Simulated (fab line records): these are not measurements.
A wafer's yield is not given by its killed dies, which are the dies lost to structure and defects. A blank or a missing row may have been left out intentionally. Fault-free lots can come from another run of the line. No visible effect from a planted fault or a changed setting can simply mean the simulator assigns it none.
Which tool was responsible? || flow nand-harc || Sampling: 24 lots, 72 wafers, 4 of 1159 route steps

== WHAT THE GAUGES SHOWED, per wafer ==
NHARC_P_M1_CD_MEAS_09: target cd 130 nm. Usual: cd-nm reads 130.0 nm (standard deviation 0.72).
{"lot": "L075", "measured": "day 8 11:08", "on": "cd-sem-02", "cd-nm (nm)": "130.0 130.1 129.4", "flag": ""}
{"lot": "L077", "measured": "day 8 11:42", "on": "cd-sem-03", "cd-nm (nm)": "130.1 130.0 130.6", "flag": ""}
{"lot": "L076", "measured": "day 8 12:38", "on": "cd-sem-02", "cd-nm (nm)": "131.2 130.9 130.5", "flag": ""}
{"lot": "L074", "measured": "day 8 15:15", "on": "cd-sem-03", "cd-nm (nm)": "128.2 129.6 128.6", "flag": ""}
{"lot": "L078", "measured": "day 8 15:59", "on": "cd-sem-02", "cd-nm (nm)": "129.4 130.5 130.6", "flag": ""}
{"lot": "L081", "measured": "day 9 00:49", "on": "cd-sem-03", "cd-nm (nm)": "129.9 129.6 128.6", "flag": ""}
{"lot": "L080", "measured": "day 9 02:49", "on": "cd-sem-01", "cd-nm (nm)": "129.7 131.4 131.1", "flag": ""}
{"lot": "L079", "measured": "day 9 03:11", "on": "cd-sem-03", "cd-nm (nm)": "128.9 130.2 130.0", "flag": ""}
{"lot": "L082", "measured": "day 9 07:25", "on": "cd-sem-03", "cd-nm (nm)": "128.3 128.9 129.0", "flag": ""}
{"lot": "L083", "measured": "day 9 08:47", "on": "cd-sem-01", "cd-nm (nm)": "129.8 130.2 129.9", "flag": ""}
{"lot": "L084", "measured": "day 9 11:27", "on": "cd-sem-01", "cd-nm (nm)": "130.0 129.5 129.0", "flag": ""}
{"lot": "L086", "measured": "day 9 13:33", "on": "cd-sem-02", "cd-nm (nm)": "130.2 130.0 131.5", "flag": ""}
{"lot": "L085", "measured": "day 9 14:49", "on": "cd-sem-02", "cd-nm (nm)": "131.0 130.8 131.1", "flag": ""}
{"lot": "L087", "measured": "day 9 15:05", "on": "cd-sem-02", "cd-nm (nm)": "129.9 129.6 130.2", "flag": ""}
{"lot": "L088", "measured": "day 9 22:14", "on": "cd-sem-03", "cd-nm (nm)": "129.1 130.4 129.3", "flag": ""}
{"lot": "L089", "measured": "day 10 01:56", "on": "cd-sem-02", "cd-nm (nm)": "130.9 131.0 131.8", "flag": ""}
{"lot": "L090", "measured": "day 10 02:16", "on": "cd-sem-03", "cd-nm (nm)": "129.9 129.3 129.4", "flag": ""}
{"lot": "L092", "measured": "day 10 05:23", "on": "cd-sem-01", "cd-nm (nm)": "130.2 130.3 129.4", "flag": ""}
{"lot": "L091", "measured": "day 10 06:05", "on": "cd-sem-03", "cd-nm (nm)": "131.4 131.3 130.8", "flag": ""}
{"lot": "L093", "measured": "day 10 14:54", "on": "cd-sem-01", "cd-nm (nm)": "129.8 129.9 128.8", "flag": ""}
{"lot": "L094", "measured": "day 10 19:59", "on": "cd-sem-02", "cd-nm (nm)": "130.7 130.7 130.9", "flag": ""}
{"lot": "L095", "measured": "day 10 20:38", "on": "cd-sem-02", "cd-nm (nm)": "130.0 130.4 130.2", "flag": ""}
{"lot": "L097", "measured": "day 11 11:04", "on": "cd-sem-01", "cd-nm (nm)": "130.4 130.7 130.1", "flag": ""}
{"lot": "L096", "measured": "day 11 11:43", "on": "cd-sem-03", "cd-nm (nm)": "128.8 129.6 129.4", "flag": ""}

NHARC_P_M1_INSPECT_27. Usual: raw-defect-count reads 311 (standard deviation 120).
{"lot": "L075", "measured": "day 8 14:22", "on": "defect-inspect-02", "raw-defect-count": "408 409 412", "flag": ""}
{"lot": "L077", "measured": "day 8 15:00", "on": "defect-inspect-01", "raw-defect-count": "315 213 286", "flag": ""}
{"lot": "L076", "measured": "day 8 16:07", "on": "defect-inspect-01", "raw-defect-count": "198 123 179", "flag": ""}
{"lot": "L074", "measured": "day 8 18:01", "on": "defect-inspect-01", "raw-defect-count": "206 463 268", "flag": ""}
{"lot": "L078", "measured": "day 8 18:55", "on": "defect-inspect-02", "raw-defect-count": "266 367 266", "flag": ""}
{"lot": "L081", "measured": "day 9 03:46", "on": "defect-inspect-01", "raw-defect-count": "387 218 240", "flag": ""}
{"lot": "L080", "measured": "day 9 05:35", "on": "defect-inspect-01", "raw-defect-count": "374 190 304", "flag": ""}
{"lot": "L079", "measured": "day 9 06:10", "on": "defect-inspect-01", "raw-defect-count": "223 391 260", "flag": ""}
{"lot": "L082", "measured": "day 9 10:17", "on": "defect-inspect-01", "raw-defect-count": "327 269 433", "flag": ""}
{"lot": "L083", "measured": "day 9 11:43", "on": "defect-inspect-02", "raw-defect-count": "371 378 784", "flag": ""}
{"lot": "L084", "measured": "day 9 14:29", "on": "defect-inspect-02", "raw-defect-count": "421 306 263", "flag": ""}
{"lot": "L086", "measured": "day 9 16:19", "on": "defect-inspect-01", "raw-defect-count": "213 275 290", "flag": ""}
{"lot": "L085", "measured": "day 9 17:34", "on": "defect-inspect-01", "raw-defect-count": "284 320 350", "flag": ""}
{"lot": "L087", "measured": "day 9 17:52", "on": "defect-inspect-01", "raw-defect-count": "511 273 232", "flag": ""}
{"lot": "L088", "measured": "day 10 01:17", "on": "defect-inspect-02", "raw-defect-count": "214 249 202", "flag": ""}
{"lot": "L089", "measured": "day 10 04:48", "on": "defect-inspect-02", "raw-defect-count": "253 210 236", "flag": ""}
{"lot": "L090", "measured": "day 10 05:08", "on": "defect-inspect-02", "raw-defect-count": "234 164 216", "flag": ""}
{"lot": "L092", "measured": "day 10 08:19", "on": "defect-inspect-02", "raw-defect-count": "282 355 364", "flag": ""}
{"lot": "L091", "measured": "day 10 09:08", "on": "defect-inspect-02", "raw-defect-count": "234 330 316", "flag": ""}
{"lot": "L093", "measured": "day 10 17:41", "on": "defect-inspect-02", "raw-defect-count": "469 240 183", "flag": ""}
{"lot": "L094", "measured": "day 10 22:45", "on": "defect-inspect-02", "raw-defect-count": "309 218 284", "flag": ""}
{"lot": "L095", "measured": "day 10 23:41", "on": "defect-inspect-01", "raw-defect-count": "323 227 626", "flag": ""}
{"lot": "L097", "measured": "day 11 14:21", "on": "defect-inspect-01", "raw-defect-count": "355 376 162", "flag": ""}
{"lot": "L096", "measured": "day 11 14:28", "on": "defect-inspect-02", "raw-defect-count": "474 384 426", "flag": ""}

== EACH LOT AND THE TOOL THAT RAN IT (in order: tool; ch and the chambers of the sampled wafers; start) ==
{"lot": "L075", "NHARC_P_M1_DESCUM_14": "rie-diel-02 ch 1,2,3, day 8 11:19", "NHARC_P_M1_ETCH_28": "rie-diel-13 ch 1,3, day 8 14:22 or earlier"}
{"lot": "L077", "NHARC_P_M1_DESCUM_14": "rie-diel-02 ch 1,2, day 8 11:54", "NHARC_P_M1_ETCH_28": "rie-diel-13 ch 0,1,3, day 8 15:00 or earlier"}
{"lot": "L076", "NHARC_P_M1_DESCUM_14": "rie-diel-13 ch 0,1, day 8 12:50", "NHARC_P_M1_ETCH_28": "rie-diel-13 ch 0,2,3, day 8 16:07 or earlier"}
{"lot": "L074", "NHARC_P_M1_DESCUM_14": "rie-diel-02 ch 0,2,3, day 8 15:27", "NHARC_P_M1_ETCH_28": "rie-diel-13 ch 1,2, day 8 18:01 or earlier"}
{"lot": "L078", "NHARC_P_M1_DESCUM_14": "rie-diel-13 ch 0,2,3, day 8 16:11", "NHARC_P_M1_ETCH_28": "rie-diel-02 ch 2,3, day 8 18:55 or earlier"}
{"lot": "L081", "NHARC_P_M1_DESCUM_14": "rie-diel-13 ch 1,2, day 9 01:00", "NHARC_P_M1_ETCH_28": "rie-diel-02 ch 1,2, day 9 03:46 or earlier"}
{"lot": "L080", "NHARC_P_M1_DESCUM_14": "rie-diel-10 ch 1,2,3, day 9 03:02", "NHARC_P_M1_ETCH_28": "rie-diel-02 ch 0,1, day 9 05:35 or earlier"}
{"lot": "L079", "NHARC_P_M1_DESCUM_14": "rie-diel-10 ch 1,2,3, day 9 03:22", "NHARC_P_M1_ETCH_28": "rie-diel-10 ch 0,3, day 9 06:10 or earlier"}
{"lot": "L082", "NHARC_P_M1_DESCUM_14": "rie-diel-02 ch 1,3, day 9 07:37", "NHARC_P_M1_ETCH_28": "rie-diel-13 ch 2,3, day 9 10:17 or earlier"}
{"lot": "L083", "NHARC_P_M1_DESCUM_14": "rie-diel-10 ch 1,2,3, day 9 08:59", "NHARC_P_M1_ETCH_28": "rie-diel-02 ch 0,2,3, day 9 11:43 or earlier"}
{"lot": "L084", "NHARC_P_M1_DESCUM_14": "rie-diel-13 ch 1,2, day 9 11:38", "NHARC_P_M1_ETCH_28": "rie-diel-02 ch 1,3, day 9 14:29 or earlier"}
{"lot": "L086", "NHARC_P_M1_DESCUM_14": "rie-diel-02 ch 0,1, day 9 13:44", "NHARC_P_M1_ETCH_28": "rie-diel-13 ch 0,3, day 9 16:19 or earlier"}
{"lot": "L085", "NHARC_P_M1_DESCUM_14": "rie-diel-13 ch 0,2,3, day 9 15:00", "NHARC_P_M1_ETCH_28": "rie-diel-13 ch 0,1,2, day 9 17:34 or earlier"}
{"lot": "L087", "NHARC_P_M1_DESCUM_14": "rie-diel-02 ch 0,2, day 9 15:17", "NHARC_P_M1_ETCH_28": "rie-diel-02 ch 0,1,3, day 9 17:52 or earlier"}
{"lot": "L088", "NHARC_P_M1_DESCUM_14": "rie-diel-13 ch 0,1,2, day 9 22:26", "NHARC_P_M1_ETCH_28": "rie-diel-02 ch 0,1,3, day 10 01:17 or earlier"}
{"lot": "L089", "NHARC_P_M1_DESCUM_14": "rie-diel-02 ch 0,2, day 10 02:08", "NHARC_P_M1_ETCH_28": "rie-diel-02 ch 0,3, day 10 04:48 or earlier"}
{"lot": "L090", "NHARC_P_M1_DESCUM_14": "rie-diel-13 ch 0,1,3, day 10 02:29", "NHARC_P_M1_ETCH_28": "rie-diel-13 ch 0,1,2, day 10 05:08 or earlier"}
{"lot": "L092", "NHARC_P_M1_DESCUM_14": "rie-diel-10 ch 0,2, day 10 05:35", "NHARC_P_M1_ETCH_28": "rie-diel-13 ch 1,2, day 10 08:19 or earlier"}
{"lot": "L091", "NHARC_P_M1_DESCUM_14": "rie-diel-02 ch 0,1, day 10 06:16", "NHARC_P_M1_ETCH_28": "rie-diel-10 ch 0,1,3, day 10 09:08 or earlier"}
{"lot": "L093", "NHARC_P_M1_DESCUM_14": "rie-diel-02 ch 1,2, day 10 15:05", "NHARC_P_M1_ETCH_28": "rie-diel-13 ch 2,3, day 10 17:41 or earlier"}
{"lot": "L094", "NHARC_P_M1_DESCUM_14": "rie-diel-02 ch 0,1,2, day 10 20:11", "NHARC_P_M1_ETCH_28": "rie-diel-13 ch 0,1,2, day 10 22:45 or earlier"}
{"lot": "L095", "NHARC_P_M1_DESCUM_14": "rie-diel-10 ch 0,2,3, day 10 20:50", "NHARC_P_M1_ETCH_28": "rie-diel-02 ch 0,1,2, day 10 23:41 or earlier"}
{"lot": "L097", "NHARC_P_M1_DESCUM_14": "rie-diel-02 ch 0,1,3, day 11 11:16", "NHARC_P_M1_ETCH_28": "rie-diel-13 ch 2,3, day 11 14:21 or earlier"}
{"lot": "L096", "NHARC_P_M1_DESCUM_14": "rie-diel-02 ch 1,2, day 11 11:54", "NHARC_P_M1_ETCH_28": "rie-diel-10 ch 0,2, day 11 14:28 or earlier"}
- NHARC_P_M1_DESCUM_14: chemistry O2, time 3 s.
- NHARC_P_M1_ETCH_28: etches the open film in CF4/N2, target depth 30 nm, time 72.99 s.

== WHAT THE TOOLS THEMSELVES READ (means of the sampled wafers that have a number; where no wafer has one, the mark that the record gives instead) ==
NHARC_P_M1_DESCUM_14. Usual: drypump-motor-current-A 5.6 A, standard deviation 0.58; oes-product-au 0.996 a.u., standard deviation 0.01; rf-vpp-V 57.7 V, standard deviation 1; showerhead-plenum-p-Torr 1.91 Torr, standard deviation 0.098; throttle-valve-pct 11.312 %, standard deviation 0.0093.
{"lot": "L075", "tool": "rie-diel-02", "drypump-motor-current-A (A)": 5.3, "oes-product-au (a.u.)": 0.993, "rf-vpp-V (V)": 58.1, "showerhead-plenum-p-Torr (Torr)": 1.88, "throttle-valve-pct (%)": 11.318, "flag": ""}
{"lot": "L077", "tool": "rie-diel-02", "drypump-motor-current-A (A)": 5.8, "oes-product-au (a.u.)": 0.993, "rf-vpp-V (V)": 56.9, "showerhead-plenum-p-Torr (Torr)": 1.94, "throttle-valve-pct (%)": 11.311, "flag": ""}
{"lot": "L076", "tool": "rie-diel-13", "drypump-motor-current-A (A)": 5.9, "oes-product-au (a.u.)": 0.998, "rf-vpp-V (V)": 57.7, "showerhead-plenum-p-Torr (Torr)": 1.80, "throttle-valve-pct (%)": 11.318, "flag": ""}
{"lot": "L074", "tool": "rie-diel-02", "drypump-motor-current-A (A)": 5.2, "oes-product-au (a.u.)": 0.993, "rf-vpp-V (V)": 58.2, "showerhead-plenum-p-Torr (Torr)": 1.91, "throttle-valve-pct (%)": 11.306, "flag": ""}
{"lot": "L078", "tool": "rie-diel-13", "drypump-motor-current-A (A)": 6.2, "oes-product-au (a.u.)": 0.990, "rf-vpp-V (V)": 57.2, "showerhead-plenum-p-Torr (Torr)": 1.88, "throttle-valve-pct (%)": 11.308, "flag": ""}
{"lot": "L081", "tool": "rie-diel-13", "drypump-motor-current-A (A)": 5.3, "oes-product-au (a.u.)": 0.996, "rf-vpp-V (V)": 57.6, "showerhead-plenum-p-Torr (Torr)": 1.89, "throttle-valve-pct (%)": 11.313, "flag": ""}
{"lot": "L080", "tool": "rie-diel-10", "drypump-motor-current-A (A)": 5.3, "oes-product-au (a.u.)": 0.989, "rf-vpp-V (V)": 58.2, "showerhead-plenum-p-Torr (Torr)": 1.93, "throttle-valve-pct (%)": 11.302, "flag": ""}
{"lot": "L079", "tool": "rie-diel-10", "drypump-motor-current-A (A)": 5.3, "oes-product-au (a.u.)": 0.988, "rf-vpp-V (V)": 58.5, "showerhead-plenum-p-Torr (Torr)": 1.93, "throttle-valve-pct (%)": 11.316, "flag": ""}
{"lot": "L082", "tool": "rie-diel-02", "drypump-motor-current-A (A)": 5.5, "oes-product-au (a.u.)": 1.001, "rf-vpp-V (V)": 57.6, "showerhead-plenum-p-Torr (Torr)": 1.87, "throttle-valve-pct (%)": 11.306, "flag": ""}
{"lot": "L083", "tool": "rie-diel-10", "drypump-motor-current-A (A)": 5.2, "oes-product-au (a.u.)": 0.982, "rf-vpp-V (V)": 57.3, "showerhead-plenum-p-Torr (Torr)": 1.93, "throttle-valve-pct (%)": 11.303, "flag": ""}
{"lot": "L084", "tool": "rie-diel-13", "drypump-motor-current-A (A)": 5.5, "oes-product-au (a.u.)": 0.990, "rf-vpp-V (V)": 57.4, "showerhead-plenum-p-Torr (Torr)": 1.97, "throttle-valve-pct (%)": 11.314, "flag": ""}
{"lot": "L086", "tool": "rie-diel-02", "drypump-motor-current-A (A)": 6.1, "oes-product-au (a.u.)": 0.999, "rf-vpp-V (V)": 58.1, "showerhead-plenum-p-Torr (Torr)": 2.00, "throttle-valve-pct (%)": 11.314, "flag": ""}
{"lot": "L085", "tool": "rie-diel-13", "drypump-motor-current-A (A)": 6.2, "oes-product-au (a.u.)": 0.997, "rf-vpp-V (V)": 58.5, "showerhead-plenum-p-Torr (Torr)": 1.88, "throttle-valve-pct (%)": 11.310, "flag": ""}
{"lot": "L087", "tool": "rie-diel-02", "drypump-motor-current-A (A)": 5.1, "oes-product-au (a.u.)": 0.990, "rf-vpp-V (V)": 57.4, "showerhead-plenum-p-Torr (Torr)": 1.92, "throttle-valve-pct (%)": 11.314, "flag": ""}
{"lot": "L088", "tool": "rie-diel-13", "drypump-motor-current-A (A)": 5.7, "oes-product-au (a.u.)": 0.986, "rf-vpp-V (V)": 58.2, "showerhead-plenum-p-Torr (Torr)": 1.88, "throttle-valve-pct (%)": 11.315, "flag": ""}
{"lot": "L089", "tool": "rie-diel-02", "drypump-motor-current-A (A)": 5.1, "oes-product-au (a.u.)": 0.994, "rf-vpp-V (V)": 58.1, "showerhead-plenum-p-Torr (Torr)": 1.91, "throttle-valve-pct (%)": 11.315, "flag": ""}
{"lot": "L090", "tool": "rie-diel-13", "drypump-motor-current-A (A)": 5.9, "oes-product-au (a.u.)": 1.004, "rf-vpp-V (V)": 58.2, "showerhead-plenum-p-Torr (Torr)": 1.80, "throttle-valve-pct (%)": 11.316, "flag": ""}
{"lot": "L092", "tool": "rie-diel-10", "drypump-motor-current-A (A)": 5.8, "oes-product-au (a.u.)": 1.004, "rf-vpp-V (V)": 56.7, "showerhead-plenum-p-Torr (Torr)": 1.96, "throttle-valve-pct (%)": 11.311, "flag": ""}
{"lot": "L091", "tool": "rie-diel-02", "drypump-motor-current-A (A)": 5.9, "oes-product-au (a.u.)": 0.999, "rf-vpp-V (V)": 58.7, "showerhead-plenum-p-Torr (Torr)": 2.03, "throttle-valve-pct (%)": 11.326, "flag": ""}
{"lot": "L093", "tool": "rie-diel-02", "drypump-motor-current-A (A)": 5.3, "oes-product-au (a.u.)": 0.989, "rf-vpp-V (V)": 58.2, "showerhead-plenum-p-Torr (Torr)": 1.89, "throttle-valve-pct (%)": 11.311, "flag": ""}
{"lot": "L094", "tool": "rie-diel-02", "drypump-motor-current-A (A)": 5.5, "oes-product-au (a.u.)": 0.993, "rf-vpp-V (V)": 58.0, "showerhead-plenum-p-Torr (Torr)": 1.96, "throttle-valve-pct (%)": 11.309, "flag": ""}
{"lot": "L095", "tool": "rie-diel-10", "drypump-motor-current-A (A)": 5.5, "oes-product-au (a.u.)": 0.986, "rf-vpp-V (V)": 57.0, "showerhead-plenum-p-Torr (Torr)": 1.92, "throttle-valve-pct (%)": 11.303, "flag": ""}
{"lot": "L097", "tool": "rie-diel-02", "drypump-motor-current-A (A)": 5.6, "oes-product-au (a.u.)": 1.002, "rf-vpp-V (V)": 59.0, "showerhead-plenum-p-Torr (Torr)": 1.95, "throttle-valve-pct (%)": 11.311, "flag": ""}
{"lot": "L096", "tool": "rie-diel-02", "drypump-motor-current-A (A)": 5.7, "oes-product-au (a.u.)": 0.998, "rf-vpp-V (V)": 58.6, "showerhead-plenum-p-Torr (Torr)": 1.94, "throttle-valve-pct (%)": 11.316, "flag": ""}

NHARC_P_M1_ETCH_28. Usual: drypump-motor-current-A 5.7 A, standard deviation 0.57; oes-product-au 0.998 a.u., standard deviation 0.0091; rf-vpp-V 313.8 V, standard deviation 2.5; showerhead-plenum-p-Torr 2.61 Torr, standard deviation 0.14; throttle-valve-pct 19.795 %, standard deviation 0.0091.
{"lot": "L075", "tool": "rie-diel-13", "drypump-motor-current-A (A)": 5.5, "oes-product-au (a.u.)": 0.998, "rf-vpp-V (V)": 312.1, "showerhead-plenum-p-Torr (Torr)": 2.48, "throttle-valve-pct (%)": 19.786, "flag": ""}
{"lot": "L077", "tool": "rie-diel-13", "drypump-motor-current-A (A)": 6.0, "oes-product-au (a.u.)": 0.994, "rf-vpp-V (V)": 311.7, "showerhead-plenum-p-Torr (Torr)": 2.48, "throttle-valve-pct (%)": 19.793, "flag": ""}
{"lot": "L076", "tool": "rie-diel-13", "drypump-motor-current-A (A)": 6.2, "oes-product-au (a.u.)": 1.001, "rf-vpp-V (V)": 313.9, "showerhead-plenum-p-Torr (Torr)": 2.58, "throttle-valve-pct (%)": 19.793, "flag": ""}
{"lot": "L074", "tool": "rie-diel-13", "drypump-motor-current-A (A)": 5.5, "oes-product-au (a.u.)": 0.994, "rf-vpp-V (V)": 315.5, "showerhead-plenum-p-Torr (Torr)": 2.70, "throttle-valve-pct (%)": 19.792, "flag": ""}
{"lot": "L078", "tool": "rie-diel-02", "drypump-motor-current-A (A)": 4.9, "oes-product-au (a.u.)": 1.007, "rf-vpp-V (V)": 313.0, "showerhead-plenum-p-Torr (Torr)": 2.53, "throttle-valve-pct (%)": 19.800, "flag": ""}
{"lot": "L081", "tool": "rie-diel-02", "drypump-motor-current-A (A)": 5.7, "oes-product-au (a.u.)": 1.000, "rf-vpp-V (V)": 315.2, "showerhead-plenum-p-Torr (Torr)": 2.65, "throttle-valve-pct (%)": 19.798, "flag": ""}
{"lot": "L080", "tool": "rie-diel-02", "drypump-motor-current-A (A)": 5.9, "oes-product-au (a.u.)": 1.004, "rf-vpp-V (V)": 316.3, "showerhead-plenum-p-Torr (Torr)": 2.77, "throttle-valve-pct (%)": 19.789, "flag": ""}
{"lot": "L079", "tool": "rie-diel-10", "drypump-motor-current-A (A)": 5.2, "oes-product-au (a.u.)": 0.998, "rf-vpp-V (V)": 312.8, "showerhead-plenum-p-Torr (Torr)": 2.52, "throttle-valve-pct (%)": 19.800, "flag": ""}
{"lot": "L082", "tool": "rie-diel-13", "drypump-motor-current-A (A)": 6.0, "oes-product-au (a.u.)": 0.989, "rf-vpp-V (V)": 315.0, "showerhead-plenum-p-Torr (Torr)": 2.69, "throttle-valve-pct (%)": 19.793, "flag": ""}
{"lot": "L083", "tool": "rie-diel-02", "drypump-motor-current-A (A)": 5.2, "oes-product-au (a.u.)": 1.004, "rf-vpp-V (V)": 315.2, "showerhead-plenum-p-Torr (Torr)": 2.62, "throttle-valve-pct (%)": 19.800, "flag": ""}
{"lot": "L084", "tool": "rie-diel-02", "drypump-motor-current-A (A)": 5.5, "oes-product-au (a.u.)": 1.006, "rf-vpp-V (V)": 314.0, "showerhead-plenum-p-Torr (Torr)": 2.58, "throttle-valve-pct (%)": 19.796, "flag": ""}
{"lot": "L086", "tool": "rie-diel-13", "drypump-motor-current-A (A)": 6.4, "oes-product-au (a.u.)": 0.996, "rf-vpp-V (V)": 312.0, "showerhead-plenum-p-Torr (Torr)": 2.47, "throttle-valve-pct (%)": 19.798, "flag": ""}
{"lot": "L085", "tool": "rie-diel-13", "drypump-motor-current-A (A)": 5.7, "oes-product-au (a.u.)": 1.001, "rf-vpp-V (V)": 313.8, "showerhead-plenum-p-Torr (Torr)": 2.59, "throttle-valve-pct (%)": 19.789, "flag": ""}
{"lot": "L087", "tool": "rie-diel-02", "drypump-motor-current-A (A)": 5.6, "oes-product-au (a.u.)": 0.996, "rf-vpp-V (V)": 315.6, "showerhead-plenum-p-Torr (Torr)": 2.67, "throttle-valve-pct (%)": 19.797, "flag": ""}
{"lot": "L088", "tool": "rie-diel-02", "drypump-motor-current-A (A)": 5.7, "oes-product-au (a.u.)": 0.999, "rf-vpp-V (V)": 315.1, "showerhead-plenum-p-Torr (Torr)": 2.67, "throttle-valve-pct (%)": 19.795, "flag": ""}
{"lot": "L089", "tool": "rie-diel-02", "drypump-motor-current-A (A)": 5.2, "oes-product-au (a.u.)": 1.013, "rf-vpp-V (V)": 313.5, "showerhead-plenum-p-Torr (Torr)": 2.61, "throttle-valve-pct (%)": 19.789, "flag": ""}
{"lot": "L090", "tool": "rie-diel-13", "drypump-motor-current-A (A)": 5.6, "oes-product-au (a.u.)": 0.996, "rf-vpp-V (V)": 312.6, "showerhead-plenum-p-Torr (Torr)": 2.59, "throttle-valve-pct (%)": 19.800, "flag": ""}
{"lot": "L092", "tool": "rie-diel-13", "drypump-motor-current-A (A)": 5.5, "oes-product-au (a.u.)": 0.998, "rf-vpp-V (V)": 315.9, "showerhead-plenum-p-Torr (Torr)": 2.70, "throttle-valve-pct (%)": 19.795, "flag": ""}
{"lot": "L091", "tool": "rie-diel-10", "drypump-motor-current-A (A)": 5.3, "oes-product-au (a.u.)": 0.995, "rf-vpp-V (V)": 313.2, "showerhead-plenum-p-Torr (Torr)": 2.61, "throttle-valve-pct (%)": 19.800, "flag": ""}
{"lot": "L093", "tool": "rie-diel-13", "drypump-motor-current-A (A)": 6.2, "oes-product-au (a.u.)": 0.997, "rf-vpp-V (V)": 312.6, "showerhead-plenum-p-Torr (Torr)": 2.58, "throttle-valve-pct (%)": 19.795, "flag": ""}
{"lot": "L094", "tool": "rie-diel-13", "drypump-motor-current-A (A)": 5.7, "oes-product-au (a.u.)": 1.001, "rf-vpp-V (V)": 314.0, "showerhead-plenum-p-Torr (Torr)": 2.59, "throttle-valve-pct (%)": 19.808, "flag": ""}
{"lot": "L095", "tool": "rie-diel-02", "drypump-motor-current-A (A)": 5.6, "oes-product-au (a.u.)": 0.994, "rf-vpp-V (V)": 314.6, "showerhead-plenum-p-Torr (Torr)": 2.68, "throttle-valve-pct (%)": 19.789, "flag": ""}
{"lot": "L097", "tool": "rie-diel-13", "drypump-motor-current-A (A)": 6.2, "oes-product-au (a.u.)": 0.990, "rf-vpp-V (V)": 313.0, "showerhead-plenum-p-Torr (Torr)": 2.57, "throttle-valve-pct (%)": 19.793, "flag": ""}
{"lot": "L096", "tool": "rie-diel-10", "drypump-motor-current-A (A)": 5.8, "oes-product-au (a.u.)": 0.991, "rf-vpp-V (V)": 316.0, "showerhead-plenum-p-Torr (Torr)": 2.74, "throttle-valve-pct (%)": 19.796, "flag": ""}

== THE ANSWER, worked out from the rows above alone ==
Rule: a lot counts as off when the mean over its wafers that have a number is more than 3 standard deviations away from the usual mean. Also off: a lot with no number at a reading for which 4 or more lots have one. All remaining lots with rows at the step are treated as sound. Order of review: gauges by route order, followed by the tools' own readings, for which a lot's mean as printed above is used. At the first step where some lot is off, the reading lying furthest off is the one used; lots without a number count as furthest.
No lot is off on any of the readings shown, so nothing can be concluded from this.

== WHAT HAD BEEN PUT IN BY THE SIMULATOR ==
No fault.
